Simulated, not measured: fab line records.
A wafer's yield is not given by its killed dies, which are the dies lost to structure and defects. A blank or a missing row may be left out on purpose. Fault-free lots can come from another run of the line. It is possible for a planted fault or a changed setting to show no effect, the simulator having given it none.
Split-lot study    flow n5Finfet    on a route of 1938 steps: 7 lots, 21 wafers read

== SPLIT DETAILS ==
At N5_BEOL_M5_COAT_22 (resist thk 30 nm), the setting spinRpm was moved away from the recipe's 1500 rpm on 5 of the 21 wafers read, by -4.3% to +11.0%. The other wafers ran this setting at the recipe's value.

== FROM THE SPLIT TO THE READING: what the file shows between them, 6 steps ==
- N5_BEOL_M5_EBR_24
- N5_BEOL_M5_SOFTBAKE_23: time 60 s
- N5_BEOL_M5_EXPOSE_25: exposes mask V4, defocus 10 nm
- N5_BEOL_M5_PEB_26: peb time 60 s
- N5_BEOL_M5_DEVELOP_27: develop time 30 s
- N5_BEOL_M5_DESCUM_33: chemistry O2, time 7 s

== THE READING ==
CAR-EUV_of_BEOL_M5_COAT_22.thkNm (the simulator's own value, which no gauge read), in nm, at N5_BEOL_M5_ETCH_75 (etches underlayer in N2/H2, target depth 6.5 nm, time 5.2 s). The file gives no usual value for it. Here, 16 wafers ran the recipe; their average is 20.4 nm with a standard deviation of 0.14 nm.

wafer   tool, chamber at the split  spinRpm as run, rpm  against the recipe  CAR-EUV_of_BEOL_M5_COAT_22.thkNm, nm  against lot-mates on the recipe
L074.3  lithoTrack-03, 0            1500                 recipe              20.4                                  -
L074.6  lithoTrack-03, 0            1500                 recipe              20.4                                  -
L074.4  lithoTrack-03, 0            1500                 recipe              20.2                                  -
L076.2  lithoTrack-01, 0            1500                 recipe              20.4                                  -
L076.3  lithoTrack-01, 0            1500                 recipe              20.6                                  -
L076.6  lithoTrack-01, 0            1500                 recipe              20.6                                  -
L077.2  lithoTrack-05, 0            1500                 recipe              20.4                                  -
L077.4  lithoTrack-05, 0            1500                 recipe              20.4                                  -
L077.3  lithoTrack-05, 0            1500                 recipe              20.6                                  -
L078.1  lithoTrack-01, 0            1665                 +11.0%              18.8                                  -1.8
L078.5  lithoTrack-01, 0            1665                 +11.0%              18.8                                  -1.8
L078.2  lithoTrack-01, 0            1500                 recipe              20.6                                  -
L079.1  lithoTrack-03, 0            1500                 recipe              20.2                                  -
L079.3  lithoTrack-03, 0            1435                 -4.3%               21                                    +0.8
L079.5  lithoTrack-03, 0            1435                 -4.3%               21.2                                  +1.0
L096.1  lithoTrack-01, 0            1500                 recipe              20.2                                  -
L096.3  lithoTrack-01, 0            1500                 recipe              20.4                                  -
L096.6  lithoTrack-01, 0            1569                 +4.6%               19.6                                  -0.7
L097.1  lithoTrack-03, 0            1500                 recipe              20.4                                  -
L097.2  lithoTrack-03, 0            1500                 recipe              20.4                                  -
L097.6  lithoTrack-03, 0            1500                 recipe              20.2                                  -

FIT RESULTS
A straight line over all 21 wafers: CAR-EUV_of_BEOL_M5_COAT_22.thkNm changes by -0.15 nm for each +1% of spinRpm; r = -0.97; the points scatter about the line by 0.14 nm.
The same after taking each lot's own level away (the mean of its wafers on the recipe; 21 wafers): -0.17 nm for each +1%; r = -0.99; scatter 0.1 nm.
Per that fit: largest spinRpm move, reading shift of 1.9 nm.
From 20.20 to 20.60 nm: that is the span of the lots' own levels, equal to 2.8 times the standard deviation above.
So the slope is not independent of the lot-to-lot level: the two fits are not the same.
Check: for one of the wafers moved furthest among these (+11.0%), held out of the fit, the line's prediction against its lot-mates is -1.87 nm. It came out at -1.8 nm against them.

== THE OTHER SPLITS THESE WAFERS WENT THROUGH ==
Before the reading, these wafers also passed through other splits. Each is held against what the fit with the lots' levels taken away leaves over:
other split on the same wafers  wafers away from the commonest value  r with CAR-EUV_of_BEOL_M5_COAT_22.thkNm (lot level and that fit taken away)
N5_BEOL_M3_DEP_57 timeS         5                                     +0.25
N5_BEOL_M4_ILD_DEP_00 timeS     7                                     -0.09
N5_BEOL_M5_COAT_66 spinRpm      6                                     -0.05

== THE WHOLE CHAIN: every reading that the file lists as answering this split, in the file's order ==
step                   what it does                                                 reading                                                                            change (the file's fit)                                                                r (the file's)
N5_BEOL_M5_COAT_22     resist thk 30 nm                                             CAR-EUV_of_BEOL_M5_COAT_22.thkNm (the simulator's own value, which no gauge read)  -0.142 nm for each +1% of the setting                                                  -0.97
N5_BEOL_M5_DEVELOP_27  develop time 30 s                                            CAR-EUV_of_BEOL_M5_COAT_22.thkNm (the simulator's own value, which no gauge read)  -0.146 nm for each +1% of the setting                                                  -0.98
N5_BEOL_M5_ETCH_75     etches underlayer in N2/H2, target depth 6.5 nm, time 5.2 s  CAR-EUV_of_BEOL_M5_COAT_22.thkNm (the simulator's own value, which no gauge read)  -0.167 nm for each +1% of the setting                                                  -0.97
N5_BEOL_M5_ETCH_67     etches SiARC in CF4, target depth 15.6 nm, time 26 s         CAR-EUV_of_BEOL_M5_COAT_22.thkNm (the simulator's own value, which no gauge read)  -0.164 nm for each +1% of the setting, in a fit together with spinRpm@BEOL_M5_COAT_66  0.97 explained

== FILE'S OWN FIT ==
CAR-EUV_of_BEOL_M5_COAT_22.thkNm changes by -0.167 nm for each +1% of spinRpm, r = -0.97.
